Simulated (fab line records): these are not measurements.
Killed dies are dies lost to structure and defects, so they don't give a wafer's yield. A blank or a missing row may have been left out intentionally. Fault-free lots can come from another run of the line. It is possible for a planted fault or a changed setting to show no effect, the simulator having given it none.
Struck lot and sound lot, side by side    flow nandHarc    15 steps out of a route of 1159
Sound: the wafers L992.2, L992.3, L992.5. Wafers struck: L111.1, L111.3, L111.6. The cause is named last.
Each step with rows lists, per side, the tool, then ch with its chambers, then its first start. Under that, the readings that differ: sound wafers    struck wafers    difference of the means    sigmas: that difference in standard deviations of wafers without a fault.
alike: same words and numbers on both sides, and readings whose means sit less than 2 such deviations apart. not compared: any withheld reading, any reading some wafer has no value for, any bound like >300 that may hide the same value, and any number with overlapping values for which the record gives no deviation.
A row with sigmas, a row that says differs or no value, or rows on one side alone: a step with any of these is where the two part. Numbers that have no deviation but don't overlap get no sigmas and don't part them. Lack of a reading on every wafer of one side parts them only where that side has two or more wafers.

first, 9 steps without rows for these wafers: NHARC_P_BONDPAD_DEHYDRATE_01 (time 120 s); NHARC_P_BONDPAD_HMDS_02 (time 30 s); NHARC_P_BONDPAD_COAT_36 (time 65 s); NHARC_P_BONDPAD_COAT_03 (resist thk 600 nm); NHARC_P_BONDPAD_SOFTBAKE_04 (time 70 s); NHARC_P_BONDPAD_EBR_05; NHARC_P_BONDPAD_EXPOSE_06 (exposes mask P BPAD); NHARC_P_BONDPAD_PEB_07 (peb time 80 s); NHARC_P_BONDPAD_DEVELOP_08 (time 50 s).
NHARC_P_BONDPAD_CD_MEAS_09 targets a cd of 500 nm.
  sound on cdSem-01 ch 0, day 6 18:37; struck on cdSem-03 ch 0, day 11 04:52
  alike: cdNm
NHARC_P_BONDPAD_OVL_MEAS_38:
  sound on overlay-01 at day 6 18:42; struck on overlay-01 at day 11 04:58
reading          sound     struck    difference  sigmas
overlayXNm (nm)  13 13 13  -2 -2 -2  -15         -2
  alike: overlayYNm
then, 1 step without rows for these wafers: NHARC_P_BONDPAD_HARDBAKE_10 (time 65 s).
NHARC_P_BONDPAD_DESCUM_11: chemistry O2, time 3 s.
  sound on rieDiel-13 ch 1,2, day 6 18:52; struck on rieDiel-13 ch 0,1,3, day 11 05:06
reading         sound           struck          difference  sigmas
runLengthS (s)  24.3 23.6 23.5  25.6 25.5 25.7  +1.8        +6
  alike: drypumpMotorCurrentA, oesProductAu, rfVppV, showerheadPlenumPTorr, throttleValvePct
  not compared: rfHoursCounterH
NHARC_P_BONDPAD_ETCH_37: etches the open film in N2/H2, target depth 60 nm, overetch 18 nm, time 65.91 s.
  sound on rieDiel-13 ch 1,2,3, day 6 18:58; struck on rieDiel-13 ch 0,1,3, day 11 05:10
  alike: drypumpMotorCurrentA, oesProductAu, rfVppV, showerheadPlenumPTorr, throttleValvePct
  not compared: rfHoursCounterH
-- break in the record here, with 14 days between the starts of the struck wafers on either side (left off in module P_BONDPAD, picked up again in module END, where the first step shown is number 1159 on the route) --
NHARC_END_SORT_01:
  here the record holds rows for the struck wafers (prober-02 ch 0, day 25 00:26) but none for the sound ones

WHERE THEY PART
At NHARC_P_BONDPAD_OVL_MEAS_38 first; at NHARC_END_SORT_01 last (within this record only).

WHY: whatever the simulator had introduced
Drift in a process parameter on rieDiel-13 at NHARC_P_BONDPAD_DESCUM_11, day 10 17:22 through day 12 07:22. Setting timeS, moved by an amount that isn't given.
